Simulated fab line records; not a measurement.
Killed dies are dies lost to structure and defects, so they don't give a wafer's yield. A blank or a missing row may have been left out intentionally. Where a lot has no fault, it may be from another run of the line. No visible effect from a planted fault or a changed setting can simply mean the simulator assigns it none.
Matching of chambers :: flow n5 finfet :: 4 sister chambers for N5_HKMG_FIN_CMP_23 on cmp-01
The step polishes, stops on SiNx, t overpolish 10 s, target thk 46.326 nm. 4 wafers are shown with their chamber, then 9 later ones without.

== EACH WAFER AND ITS CHAMBER ==
wafer: L080.3
chamber: 1
time to endpoint s (s): 13.5

wafer: L083.1
chamber: 0
time to endpoint s (s): 15.7

wafer: L084.1
chamber: 2
time to endpoint s (s): 7.4

wafer: L084.6
chamber: 3
time to endpoint s (s): 12.7

== WAFERS MISSING THEIR CHAMBER ==
wafer: L091.1
time to endpoint s (s): 10.5

wafer: L091.5
time to endpoint s (s): 12.4

wafer: L091.6
time to endpoint s (s): 13.4

wafer: L092.4
time to endpoint s (s): 15.2

wafer: L092.5
time to endpoint s (s): 15.9

wafer: L092.6
time to endpoint s (s): 16.9

wafer: L095.1
time to endpoint s (s): 15.3

wafer: L095.4
time to endpoint s (s): 11.2

wafer: L095.5
time to endpoint s (s): 14.6

== THE CHAMBER EACH PASSED THROUGH ==
wafer: L091.1
from the rows above: can't be placed: 3 or 1 or 2
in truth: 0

wafer: L091.5
from the rows above: can't be placed: 3 or 1
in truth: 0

wafer: L091.6
from the rows above: can't be placed: 1 or 3
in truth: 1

wafer: L092.4
from the rows above: can't be placed: 0 or 1 or 3
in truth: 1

wafer: L092.5
from the rows above: 0
in truth: 0

wafer: L092.6
from the rows above: 0
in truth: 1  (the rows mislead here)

wafer: L095.1
from the rows above: can't be placed: 0 or 1
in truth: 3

wafer: L095.4
from the rows above: can't be placed: 3 or 1
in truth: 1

wafer: L095.5
from the rows above: can't be placed: 0 or 1 or 3
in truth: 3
1 of 9 placed correctly. These rows do not allow placing 7 (true chamber among the candidates in 4). Number placed wrongly: 1.
How it was worked out, from the rows above alone: a wafer's distance from a chamber is the root of the sum, over the readings, of the square of ((its reading less the chamber's mean) divided by the reading's scatter). The wafer belongs to the nearest chamber; if the next one is less than 2 further off, it can't be placed. For every chamber, the mean is computed from those of its wafers that are shown. The scatter: with one shown wafer a chamber, the root of the mean of the squares of how far each hidden wafer lies from its nearest shown one.
